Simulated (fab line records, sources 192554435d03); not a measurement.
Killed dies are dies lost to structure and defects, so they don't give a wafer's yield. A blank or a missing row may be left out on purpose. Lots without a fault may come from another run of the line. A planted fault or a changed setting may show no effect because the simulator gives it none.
Which tool did it? | flow n5_finfet | 14 lots, 41 wafers sampled, at 7 steps of a route of 1938

WHAT THE GAUGES READ, wafer by wafer
N5_SD_EPI_P_OVL_MEAS_10.
lot  | measured    | on         | SD_P_BLK_OVL (nm)
L440 | day 3 10:45 | overlay-01 | 0.1 0.3
L441 | day 3 17:46 | overlay-02 | -0.7 1.2 -0.4
L442 | day 3 22:35 | overlay-02 | 1.3 0.9 1.2
L443 | day 4 07:41 | overlay-02 | 0.6 -0.7 0.9
L445 | day 4 19:21 | overlay-02 | 0.7 0.0 0.3
L446 | day 5 01:01 | overlay-01 | 0.8 0.1 0.8
L455 | day 7 06:53 | overlay-02 | 0.0 1.6 -0.2
L456 | day 7 12:16 | overlay-01 | -0.6 -0.8 -1.2
L457 | day 7 18:19 | overlay-01 | -0.3 1.1 0.5
L458 | day 7 23:45 | overlay-02 | 1.0 0.8 0.6
L459 | day 8 09:11 | overlay-02 | -0.4 0.0 -1.5
L460 | day 8 10:59 | overlay-01 | 0.8 1.1 0.5
L461 | day 8 17:25 | overlay-02 | 0.3 0.5 0.3
L462 | day 9 00:14 | overlay-02 | -0.6 0.7 -0.2

N5_SD_EPI_P_EPI_MEAS_23.
lot  | measured    | on            | thk_nm (nm)
L440 | day 3 14:22 | film_metro-02 | 63.2 61.9
L441 | day 3 21:23 | film_metro-02 | 61.5 62.9 62.0
L442 | day 4 02:11 | film_metro-02 | 64.8 61.6 63.1
L443 | day 4 11:17 | film_metro-02 | 60.6 60.8 61.4
L445 | day 4 22:58 | film_metro-01 | 73.6 73.2 74.1
L446 | day 5 04:38 | film_metro-01 | 77.6 74.3 74.0
L455 | day 7 10:56 | film_metro-02 | 59.4 60.1 61.4
L456 | day 7 15:53 | film_metro-01 | 61.9 61.9 63.4
L457 | day 7 21:59 | film_metro-01 | 60.8 60.5 60.4
L458 | day 8 03:22 | film_metro-01 | 58.8 60.6 58.5
L459 | day 8 14:06 | film_metro-02 | 61.0 58.2 60.7
L460 | day 8 17:34 | film_metro-01 | 60.4 59.2 60.4
L461 | day 8 21:10 | film_metro-01 | 61.6 60.4 62.1
L462 | day 9 04:14 | film_metro-01 | 61.9 60.0 60.5

N5_SD_ACTIVATION_RS_MEAS_03: measures by four-point-probe.
lot  | measured    | on            | RS_SD_N (ohm/sq)  | RS_SD_P (ohm/sq)
L440 | day 3 15:01 | film_metro-02 | 22.30 21.78       | 54.7 54.4
L441 | day 3 22:00 | film_metro-02 | 22.06 21.97 21.95 | 56.6 56.3 56.7
L442 | day 4 02:56 | film_metro-02 | 21.64 21.61 21.28 | 53.7 54.9 54.6
L443 | day 4 11:55 | film_metro-01 | 21.82 22.10 21.80 | 56.6 56.3 56.9
L445 | day 4 23:44 | film_metro-02 | 22.17 21.78 22.02 | 46.0 45.5 45.6
L446 | day 5 05:16 | film_metro-02 | 21.74 21.71 21.62 | 45.7 46.5 46.3
L455 | day 7 11:35 | film_metro-01 | 21.60 22.12 21.82 | 56.7 57.0 56.4
L456 | day 7 16:32 | film_metro-02 | 21.74 22.12 21.80 | 54.8 54.9 55.0
L457 | day 7 22:50 | film_metro-02 | 21.46 21.72 21.67 | 55.7 55.6 56.6
L458 | day 8 03:59 | film_metro-02 | 21.65 22.07 21.60 | 57.3 57.6 57.7
L459 | day 8 14:44 | film_metro-01 | 21.64 21.92 21.67 | 55.8 56.2 56.0
L460 | day 8 18:10 | film_metro-02 | 21.94 21.43 21.66 | 56.5 57.2 56.1
L461 | day 8 21:46 | film_metro-01 | 21.59 21.56 21.70 | 55.8 55.8 55.6
L462 | day 9 04:53 | film_metro-02 | 22.12 22.26 22.15 | 55.5 55.1 55.5

N5_BEOL_M4_RC_MEAS_101.
lot  | measured     | on        | DIBL_N (mV/V)  | DIBL_P (mV/V) | IOFF_N (nA/um) | IOFF_P (nA/um) | ION_N (uA/um) | ION_P (uA/um) | RS_SD_P (ohm/sq) | SS_N (mV/dec)  | SS_P (mV/dec)  | VT_N (mV)   | VT_P (mV)
L440 | day 12 07:51 | prober-01 | 33.3 34.5      | 35 36         | 0.12 0.13      | 0.19 0.23      | 655 664       | 460 464       | 63.7 63.1        | 70.6 70.5      | 73.0 72.7      | 254 249     | -250 -244
L441 | day 12 02:29 | prober-01 | 36.3 33.2 36.7 | 33 30 35      | 0.14 0.10 0.14 | 0.18 0.15 0.21 | 650 672 682   | 449 459 470   | 66.4 66.0 65.9   | 71.9 71.6 72.0 | 72.9 72.3 73.0 | 254 255 253 | -250 -253 -250
L442 | day 11 20:04 | prober-01 | 39.1 38.2 36.7 | 42 40 39      | 0.22 0.20 0.19 | 0.29 0.26 0.26 | 686 679 695   | 468 465 481   | 63.5 64.9 63.9   | 72.3 72.0 71.3 | 74.4 73.7 73.7 | 246 248 244 | -246 -246 -246
L443 | day 12 16:52 | prober-02 | 35.8 34.3 34.7 | 36 34 35      | 0.15 0.13 0.14 | 0.20 0.17 0.19 | 674 669 677   | 458 461 460   | 67.1 67.2 66.1   | 71.7 71.1 70.5 | 72.9 72.6 72.1 | 249 249 249 | -251 -252 -251
L445 | day 12 13:42 | prober-02 | 35.9 31.9 35.3 | 36 31 34      | 0.16 0.10 0.16 | 0.21 0.15 0.19 | 671 663 670   | 459 461 462   | 53.6 53.4 53.1   | 71.5 69.7 70.8 | 74.0 72.0 72.7 | 248 252 246 | -245 -252 -251
L446 | day 13 23:03 | prober-02 | 37.8 42.2 36.9 | 38 44 37      | 0.18 0.31 0.17 | 0.25 0.38 0.25 | 684 692 694   | 478 481 477   | 52.9 54.2 53.5   | 72.6 73.7 71.5 | 73.9 76.2 73.5 | 251 243 246 | -246 -243 -247
L455 | day 14 17:44 | prober-01 | 31.4 37.2 36.4 | 30 36 35      | 0.09 0.19 0.16 | 0.13 0.20 0.19 | 645 672 668   | 446 462 458   | 66.3 65.8 66.0   | 69.8 71.5 71.4 | 72.4 73.5 73.7 | 255 247 250 | -258 -249 -254
L456 | day 15 19:12 | prober-01 | 34.4 35.0 35.4 | 36 37 37      | 0.14 0.14 0.15 | 0.16 0.19 0.19 | 672 678 676   | 458 466 465   | 63.7 64.0 63.8   | 71.9 72.0 72.3 | 72.9 73.1 73.5 | 251 254 251 | -255 -256 -253
L457 | day 15 19:40 | prober-02 | 36.0 34.3 38.8 | 35 33 39      | 0.16 0.15 0.24 | 0.22 0.20 0.29 | 669 670 688   | 460 459 464   | 66.0 65.7 66.7   | 71.3 71.2 72.0 | 72.8 72.3 73.4 | 248 248 243 | -247 -248 -247
L458 | day 17 04:29 | prober-01 | 35.1 36.6 35.3 | 37 38 37      | 0.15 0.19 0.15 | 0.23 0.23 0.21 | 659 682 665   | 460 457 454   | 67.6 68.2 67.8   | 71.3 72.4 71.9 | 73.8 73.2 73.4 | 250 248 252 | -250 -250 -250
L459 | day 15 22:50 | prober-02 | 37.6 39.2 36.5 | 38 41 37      | 0.17 0.21 0.15 | 0.20 0.28 0.20 | 673 674 675   | 458 466 462   | 66.6 66.1 65.8   | 71.3 72.2 71.2 | 73.8 75.1 73.9 | 248 249 248 | -252 -249 -254
L460 | day 17 04:50 | prober-02 | 40.9 40.3 39.2 | 44 43 41      | 0.28 0.30 0.26 | 0.38 0.36 0.31 | 686 695 685   | 469 472 464   | 67.2 67.0 65.8   | 73.0 72.4 72.8 | 75.4 74.8 75.0 | 241 239 243 | -241 -240 -243
L461 | day 16 04:26 | prober-02 | 39.9 36.0 35.4 | 39 34 33      | 0.22 0.14 0.13 | 0.24 0.17 0.17 | 707 661 670   | 474 450 460   | 66.3 65.3 66.0   | 72.3 70.8 70.4 | 74.2 73.0 72.0 | 244 250 251 | -250 -252 -248
L462 | day 17 10:15 | prober-01 | 37.5 40.1 37.4 | 39 42 38      | 0.20 0.24 0.19 | 0.25 0.29 0.24 | 683 679 681   | 463 461 466   | 65.4 64.7 65.7   | 72.7 72.7 72.0 | 73.3 74.2 73.7 | 246 246 247 | -248 -248 -247

WHICH TOOL RAN EACH LOT (tool, then ch and the chambers of the sampled wafers, then the start)
lot  | N5_SD_EPI_N_ETCH_45               | N5_SD_EPI_N_SD_RECESS_17        | N5_SD_EPI_P_EPI_21
L440 | rie_diel-04 ch 2,3, day 3 06:54   | rie_si-06 ch 1,2, day 3 07:04   | epi_rpcvd-02 ch 0, day 3 12:31
L441 | rie_diel-01 ch 1,3, day 3 13:55   | rie_si-03 ch 0,3, day 3 14:05   | epi_rpcvd-02 ch 0, day 3 19:32
L442 | rie_diel-04 ch 0,1,2, day 3 18:29 | rie_si-03 ch 0,1, day 3 18:39   | epi_rpcvd-01 ch 0, day 4 00:22
L443 | rie_diel-03 ch 0,1,2, day 4 03:57 | rie_si-03 ch 0,1, day 4 04:07   | epi_rpcvd-03 ch 0, day 4 09:27
L445 | rie_diel-03 ch 0,1, day 4 15:28   | rie_si-01 ch 0,1,3, day 4 15:38 | epi_rpcvd-03 ch 0, day 4 21:07
L446 | rie_diel-04 ch 0,1,3, day 4 20:31 | rie_si-03 ch 0,1, day 4 20:41   | epi_rpcvd-03 ch 0, day 5 03:09
L455 | rie_diel-03 ch 1,2,3, day 7 02:18 | rie_si-01 ch 1,3, day 7 02:28   | epi_rpcvd-01 ch 0, day 7 09:27
L456 | rie_diel-04 ch 0,2,3, day 7 08:23 | rie_si-06 ch 0,1,2, day 7 08:33 | epi_rpcvd-01 ch 0, day 7 14:24
L457 | rie_diel-01 ch 0,2,3, day 7 14:28 | rie_si-06 ch 0,1, day 7 14:38   | epi_rpcvd-01 ch 0, day 7 20:08
L458 | rie_diel-03 ch 0,2, day 7 19:53   | rie_si-01 ch 1,3, day 7 20:03   | epi_rpcvd-01 ch 0, day 8 01:31
L459 | rie_diel-01 ch 1,2,3, day 8 03:45 | rie_si-06 ch 0,1,3, day 8 03:56 | epi_rpcvd-03 ch 0, day 8 11:40
L460 | rie_diel-04 ch 0,2,3, day 8 07:03 | rie_si-01 ch 1,3, day 8 07:14   | epi_rpcvd-02 ch 0, day 8 13:40
L461 | rie_diel-01 ch 0,2,3, day 8 13:38 | rie_si-01 ch 0,1, day 8 13:48   | epi_rpcvd-01 ch 0, day 8 18:58
L462 | rie_diel-01 ch 0,1,3, day 8 20:07 | rie_si-03 ch 0,2,3, day 8 20:17 | epi_rpcvd-02 ch 0, day 9 03:07
- N5_SD_EPI_N_ETCH_45: etches SiOCN in CH3F/O2, target depth 6 nm.
- N5_SD_EPI_N_SD_RECESS_17: chemistry HBr/Cl2/O2, target depth 41 nm, time 23.7 s, bt time 3 s.
- N5_SD_EPI_P_EPI_21: deposits SiGe:B, time 355 s.

WHAT THE TOOLS THEMSELVES READ (means of the sampled wafers that have a number; where no wafer has one, the mark that the record gives instead)
N5_SD_EPI_N_ETCH_45.
lot  | tool        | chamber_pressure_mTorr (mTorr) | drypump_motor_current_A (A) | oes_product_au (a.u.) | rf_vpp_V (V) | showerhead_plenum_p_Torr (Torr) | throttle_valve_pct (%)
L440 | rie_diel-04 | 15.008                         | 5.32                        | 0.74                  | 128.5        | 2.06                            | 23.34
L441 | rie_diel-01 | 15.014                         | 5.65                        | 0.85                  | 128.1        | 2.06                            | 23.26
L442 | rie_diel-04 | 15.001                         | 5.74                        | 0.71                  | 127.3        | 1.99                            | 23.39
L443 | rie_diel-03 | 14.986                         | 5.75                        | 0.78                  | 128.4        | 2.00                            | 23.44
L445 | rie_diel-03 | 15.002                         | 5.60                        | 0.77                  | 127.3        | 1.97                            | 23.45
L446 | rie_diel-04 | 14.979                         | 5.66                        | 0.72                  | 126.3        | 1.99                            | 23.50
L455 | rie_diel-03 | 15.002                         | 5.80                        | 0.78                  | 126.9        | 1.98                            | 23.42
L456 | rie_diel-04 | 15.008                         | 5.51                        | 0.81                  | 127.2        | 2.02                            | 23.35
L457 | rie_diel-01 | 14.995                         | 5.77                        | 0.76                  | 127.0        | 1.96                            | 23.38
L458 | rie_diel-03 | 14.997                         | 5.67                        | 0.72                  | 127.3        | 2.01                            | 23.36
L459 | rie_diel-01 | 14.993                         | 5.67                        | 0.76                  | 127.2        | 2.02                            | 23.41
L460 | rie_diel-04 | 14.996                         | 5.50                        | 0.79                  | 127.1        | 2.02                            | 23.37
L461 | rie_diel-01 | 14.999                         | 5.75                        | 0.76                  | 127.4        | 1.96                            | 23.39
L462 | rie_diel-01 | 14.995                         | 5.72                        | 0.79                  | 127.7        | 1.99                            | 23.28

N5_SD_EPI_N_SD_RECESS_17.
lot  | tool      | chamber_pressure_mTorr (mTorr) | drypump_motor_current_A (A) | mfc_cl2_sccm (sccm) | oes_o_777_au (a.u.) | oes_product_au (a.u.) | throttle_valve_pct (%)
L440 | rie_si-06 | 10.007                         | 5.9                         | 80.02               | 0.984               | 0.994                 | 37.3
L441 | rie_si-03 | 10.010                         | 5.7                         | 80.24               | 0.997               | 1.003                 | 37.0
L442 | rie_si-03 | 9.995                          | 5.9                         | 80.06               | 1.022               | 1.015                 | 37.2
L443 | rie_si-03 | 10.000                         | 5.9                         | 79.93               | 1.016               | 1.006                 | 37.1
L445 | rie_si-01 | 10.002                         | 5.7                         | 80.19               | 0.982               | 0.989                 | 37.4
L446 | rie_si-03 | 10.011                         | 5.9                         | 79.95               | 1.022               | 1.015                 | 37.2
L455 | rie_si-01 | 10.005                         | 5.5                         | 79.97               | 0.976               | 0.988                 | 36.8
L456 | rie_si-06 | 10.005                         | 5.6                         | 80.19               | 1.000               | 1.007                 | 37.3
L457 | rie_si-06 | 10.005                         | 5.7                         | 79.88               | 1.002               | 1.010                 | 37.4
L458 | rie_si-01 | 10.004                         | 5.5                         | 80.05               | 0.979               | 0.981                 | 36.8
L459 | rie_si-06 | 10.006                         | 5.8                         | 79.95               | 1.010               | 1.012                 | 37.3
L460 | rie_si-01 | 10.007                         | 5.5                         | 80.25               | 0.982               | 0.987                 | 36.8
L461 | rie_si-01 | 9.999                          | 5.9                         | 80.09               | 0.983               | 1.000                 | 37.9
L462 | rie_si-03 | 10.000                         | 5.9                         | 79.86               | 0.979               | 0.989                 | 36.9

THE ANSWER, worked out from the rows above alone
Rule: what is usual is taken from the lots themselves. Put in order of their means at a reading, lots are off if they are a third of the lots or fewer, leave a main group of 4 or more, and stand apart from it by a gap of 3 or more times the standard deviation of the main group's means; of several such gaps the widest counts. A main group whose means are all the same, to the digits that the tables above print for the reading, isn't used. A lot without any number at a reading at which 4 lots or more have one is off too. The other lots that the step has rows for count as sound. The gauges are gone through in route order, then the tools' own readings, and for those a lot's mean is taken as printed above. The first step at which some lot is off is used, and at that step the reading that is off furthest; a lot without a number counts as furthest.
Off: L445, L446, at N5_SD_EPI_P_EPI_MEAS_23 (thk_nm). The main group: mean 61.1 nm, standard deviation 1.2.
A tool fits if, at a process step before that reading, it ran every lot that is off, and no sound lot after the first of them. The gauges at N5_SD_EPI_P_EPI_MEAS_23 aren't tried: what is off there is off at N5_SD_ACTIVATION_RS_MEAS_03 too, on other tools, and a gauge's error can't cause that. None of those tried fits.

WHAT THE SIMULATOR HAD PUT IN
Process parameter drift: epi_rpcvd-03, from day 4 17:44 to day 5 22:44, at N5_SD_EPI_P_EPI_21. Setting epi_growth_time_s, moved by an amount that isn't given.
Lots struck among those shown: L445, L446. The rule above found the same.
